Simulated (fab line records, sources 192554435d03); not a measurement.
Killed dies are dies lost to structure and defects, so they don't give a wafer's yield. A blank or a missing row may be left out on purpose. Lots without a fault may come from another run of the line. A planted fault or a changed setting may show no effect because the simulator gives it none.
Chamber matching | flow n5_finfet | N5_BEOL_M0_CUTY_ETCH_63 on rie_diel-04: 4 sister chambers
The step etches SOC in N2/H2, target depth 82.7 nm, overetch 16.5 nm, time 124 s. 4 wafers are shown with their chamber, then 9 later ones without.

WAFERS WITH THEIR CHAMBER
wafer  | chamber | throttle_valve_pct (%)
L081.5 | 0       | 17.66
L086.1 | 1       | 17.45
L086.4 | 2       | 18.41
L086.6 | 3       | 17.59

WAFERS WITHOUT THEIR CHAMBER
wafer  | throttle_valve_pct (%)
L088.1 | 18.39
L088.2 | 17.70
L088.3 | 17.44
L088.4 | 17.60
L088.5 | 17.45
L088.6 | 18.39
L095.1 | 17.62
L095.2 | 17.73
L095.4 | 17.48

WHICH CHAMBER EACH WENT THROUGH
wafer  | from the rows above     | in truth
L088.1 | 2                       | 2
L088.2 | 0                       | 0
L088.3 | 1                       | 1
L088.4 | can't be placed: 3 or 0 | 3
L088.5 | 1                       | 1
L088.6 | 2                       | 2
L095.1 | can't be placed: 3 or 0 | 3
L095.2 | 0                       | 0
L095.4 | 1                       | 1
Placed correctly: 7 of 9. Can't be placed from these rows: 2 (the true chamber is among the candidates in 2). Placed wrongly: 0.
How it was worked out, from the rows above alone: a wafer's distance from a chamber is the root of the sum, over the readings, of the square of ((its reading less the chamber's mean) divided by the reading's scatter). The wafer belongs to the nearest chamber; if the next one is less than 2 further off, it can't be placed. A chamber's mean is the mean of its shown wafers. The scatter: with one shown wafer a chamber, the root of the mean of the squares of how far each hidden wafer lies from its nearest shown one.
